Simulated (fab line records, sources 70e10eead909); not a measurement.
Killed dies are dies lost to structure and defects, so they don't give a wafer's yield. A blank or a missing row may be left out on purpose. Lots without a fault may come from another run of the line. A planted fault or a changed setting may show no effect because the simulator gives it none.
Which tool did it? | flow nand_harc | 14 lots, 42 wafers sampled, at 5 steps of a route of 1302

WHAT THE GAUGES READ, wafer by wafer
NHARC_A_ONON_D2_THK_MEAS_02: measures by ellipsometry.
lot  | measured     | on            | thk_nm (nm)
L495 | day 12 05:50 | film_metro-02 | 995 995 997
L496 | day 13 00:57 | film_metro-01 | 997 999 996
L497 | day 13 08:38 | film_metro-01 | 999 1000 998
L498 | day 14 02:01 | film_metro-01 | 992 993 992
L499 | day 14 11:58 | film_metro-02 | 1001 1001 1002
L500 | day 14 20:56 | film_metro-01 | 1000 1002 1001
L501 | day 14 21:07 | film_metro-02 | 998 995 998
L508 | day 18 03:38 | film_metro-02 | 993 991 991
L510 | day 18 09:25 | film_metro-01 | 1061 1063 1064
L511 | day 18 19:21 | film_metro-02 | 1066 1065 1064
L514 | day 20 05:55 | film_metro-01 | 1002 1002 999
L515 | day 20 17:27 | film_metro-01 | 1007 1007 1008
L517 | day 21 19:04 | film_metro-02 | 992 994 993
L518 | day 22 10:11 | film_metro-01 | 998 997 999

WHICH TOOL RAN EACH LOT (tool, then ch and the chambers of the sampled wafers, then the start)
lot  | NHARC_A_CHANNEL_FILL_D1_ALD_25   | NHARC_A_DECK1_JOINT_CMP_13    | NHARC_A_DECK1_JOINT_ETCHBACK_00  | NHARC_A_ONON_D2_DEP_00
L495 | ald_hk-02 ch 1,2,3, day 10 10:30 | cmp-04 ch 0,2,3, day 11 07:34 | rie_si-05 ch 0,1,2, day 11 07:54 | pecvd_onon-02 ch 0, day 12 05:20
L496 | ald_hk-02 ch 0,2, day 10 18:31   | cmp-04 ch 0,3, day 11 20:16   | rie_si-03 ch 0,2, day 11 20:38   | pecvd_onon-04 ch 0, day 13 00:26
L497 | ald_hk-03 ch 0,1,3, day 11 08:32 | cmp-03 ch 0,1,3, day 12 06:46 | rie_si-03 ch 0,1,2, day 12 07:08 | pecvd_onon-04 ch 0, day 13 08:11
L498 | ald_hk-01 ch 1,3, day 11 22:20   | cmp-04 ch 1,2, day 12 20:31   | rie_si-06 ch 1,3, day 12 20:55   | pecvd_onon-02 ch 0, day 14 01:31
L499 | ald_hk-03 ch 0,1,3, day 12 07:17 | cmp-04 ch 1,2,3, day 13 04:08 | rie_si-03 ch 0,1, day 13 04:28   | pecvd_onon-02 ch 0, day 14 11:34
L500 | ald_hk-01 ch 0,2, day 12 14:33   | cmp-03 ch 1,2, day 13 12:45   | rie_si-05 ch 0,1, day 13 13:07   | pecvd_onon-04 ch 0, day 14 20:29
L501 | ald_hk-03 ch 1,3, day 12 15:10   | cmp-04 ch 0,1, day 13 12:43   | rie_si-06 ch 0,2,3, day 13 13:08 | pecvd_onon-03 ch 0, day 14 20:43
L508 | ald_hk-01 ch 0,2,3, day 16 04:07 | cmp-02 ch 0,2,3, day 17 05:11 | rie_si-03 ch 0,2,3, day 17 05:31 | pecvd_onon-02 ch 0, day 18 03:07
L510 | ald_hk-03 ch 0,2,3, day 16 08:33 | cmp-04 ch 0,2, day 17 12:01   | rie_si-05 ch 0,2,3, day 17 12:23 | pecvd_onon-04 ch 0, day 18 08:58
L511 | ald_hk-03 ch 0,1,3, day 16 20:49 | cmp-02 ch 1,2,3, day 17 18:38 | rie_si-05 ch 1,2, day 17 19:02   | pecvd_onon-04 ch 0, day 18 18:50
L514 | ald_hk-01 ch 0,1,3, day 18 05:01 | cmp-03 ch 0,2, day 19 04:25   | rie_si-03 ch 0,2, day 19 04:47   | pecvd_onon-02 ch 0, day 20 05:24
L515 | ald_hk-01 ch 0,2,3, day 18 21:56 | cmp-02 ch 0,1,2, day 19 19:14 | rie_si-05 ch 0,1,2, day 19 19:36 | pecvd_onon-03 ch 0, day 20 16:56
L517 | ald_hk-02 ch 1,2,3, day 19 17:59 | cmp-03 ch 1,2,3, day 20 17:07 | rie_si-06 ch 0,2,3, day 20 17:28 | pecvd_onon-03 ch 0, day 21 18:37
L518 | ald_hk-01 ch 1,2,3, day 19 23:54 | cmp-04 ch 2,3, day 21 01:57   | rie_si-03 ch 0,1,2, day 21 02:20 | pecvd_onon-02 ch 0, day 22 09:41
- NHARC_A_CHANNEL_FILL_D1_ALD_25: deposits SiOx, target thk 60 nm, pulse time 10 s, ald cycles 600.
- NHARC_A_DECK1_JOINT_CMP_13: polishes, target thk 51.023 nm.
- NHARC_A_DECK1_JOINT_ETCHBACK_00: etches the open film in HBr, target depth 30 nm, time 17.4 s.
- NHARC_A_ONON_D2_DEP_00: target thk 1000 nm.

WHAT THE TOOLS THEMSELVES READ (means of the sampled wafers that have a number; where no wafer has one, the mark that the record gives instead)
NHARC_A_CHANNEL_FILL_D1_ALD_25.
lot  | tool      | heater_power_outer_w (W) | heater_power_w (W) | precursor_pulse_height_rel
L495 | ald_hk-02 | 222                      | 413                | 0.996
L496 | ald_hk-02 | 256                      | 485                | 0.973
L497 | ald_hk-03 | 265                      | 469                | 0.982
L498 | ald_hk-01 | 217                      | 377                | 1.004
L499 | ald_hk-03 | 263                      | 466                | 1.004
L500 | ald_hk-01 | 241                      | 420                | 0.996
L501 | ald_hk-03 | 245                      | 437                | 1.015
L508 | ald_hk-01 | 227                      | 408                | 1.000
L510 | ald_hk-03 | 285                      | 502                | 0.998
L511 | ald_hk-03 | 264                      | 469                | 0.997
L514 | ald_hk-01 | 220                      | 392                | 0.999
L515 | ald_hk-01 | 229                      | 408                | 1.002
L517 | ald_hk-02 | 231                      | 432                | 1.000
L518 | ald_hk-01 | 226                      | 412                | 0.986

NHARC_A_DECK1_JOINT_CMP_13.
lot  | tool   | motor_current_A (A) | time_to_endpoint_s (s)
L495 | cmp-04 | 12.3                | 10.7
L496 | cmp-04 | 12.5                | 9.7
L497 | cmp-03 | 11.5                | 7.0
L498 | cmp-04 | 12.7                | 11.1
L499 | cmp-04 | 12.3                | 8.2
L500 | cmp-03 | 11.1                | 6.3
L501 | cmp-04 | 13.7                | 11.1
L508 | cmp-02 | 12.8                | 6.9
L510 | cmp-04 | 13.7                | 11.8
L511 | cmp-02 | 14.0                | 8.8
L514 | cmp-03 | 10.1                | 10.8
L515 | cmp-02 | 13.7                | 10.3
L517 | cmp-03 | 11.2                | 8.1
L518 | cmp-04 | 11.7                | 9.6

NHARC_A_DECK1_JOINT_ETCHBACK_00.
lot  | tool      | bias_w (W) | drypump_motor_current_A (A) | oes_product_au (a.u.) | rf_fwd_power_W (W) | throttle_valve_pct (%)
L495 | rie_si-05 | 60.01      | 5.8                         | 0.995                 | 342.1              | 23.262
L496 | rie_si-03 | 60.10      | 5.5                         | 1.006                 | 343.2              | 23.259
L497 | rie_si-03 | 59.93      | 5.1                         | 0.991                 | 342.4              | 23.266
L498 | rie_si-06 | 60.00      | 5.9                         | 1.001                 | 343.2              | 23.266
L499 | rie_si-03 | 60.07      | 5.3                         | 0.990                 | 342.1              | 23.271
L500 | rie_si-05 | 60.10      | 5.7                         | 1.016                 | 342.2              | 23.268
L501 | rie_si-06 | 60.00      | 5.6                         | 0.997                 | 342.9              | 23.268
L508 | rie_si-03 | 59.95      | 5.4                         | 0.996                 | 344.0              | 23.267
L510 | rie_si-05 | 60.00      | 5.8                         | 0.998                 | 343.0              | 23.264
L511 | rie_si-05 | 59.98      | 6.1                         | 0.998                 | 341.1              | 23.265
L514 | rie_si-03 | 59.95      | 5.3                         | 0.980                 | 344.7              | 23.266
L515 | rie_si-05 | 59.97      | 5.8                         | 1.006                 | 342.7              | 23.257
L517 | rie_si-06 | 60.04      | 5.7                         | 1.011                 | 343.8              | 23.267
L518 | rie_si-03 | 60.00      | 5.1                         | 0.984                 | 342.0              | 23.269

THE ANSWER, worked out from the rows above alone
Rule: what is usual is taken from the lots themselves. Put in order of their means at a reading, lots are off if they are a third of the lots or fewer, leave a main group of 4 or more, and stand apart from it by a gap of 3 or more times the standard deviation of the main group's means; of several such gaps the widest counts. A main group whose means are all the same, to the digits that the tables above print for the reading, isn't used. A lot without any number at a reading at which 4 lots or more have one is off too. The other lots that the step has rows for count as sound. The gauges are gone through in route order, then the tools' own readings, and for those a lot's mean is taken as printed above. The first step at which some lot is off is used, and at that step the reading that is off furthest; a lot without a number counts as furthest.
Off: L510, L511, at NHARC_A_ONON_D2_THK_MEAS_02 (thk_nm). The main group: mean 998 nm, standard deviation 4.3.
A tool fits if, at a process step before that reading, it ran every lot that is off, and no sound lot after the first of them. The gauges at NHARC_A_ONON_D2_THK_MEAS_02 are tried like those tools. Can't be told from this: 2 tools fit, ald_hk-03 at NHARC_A_CHANNEL_FILL_D1_ALD_25, pecvd_onon-04 at NHARC_A_ONON_D2_DEP_00.

WHAT THE SIMULATOR HAD PUT IN
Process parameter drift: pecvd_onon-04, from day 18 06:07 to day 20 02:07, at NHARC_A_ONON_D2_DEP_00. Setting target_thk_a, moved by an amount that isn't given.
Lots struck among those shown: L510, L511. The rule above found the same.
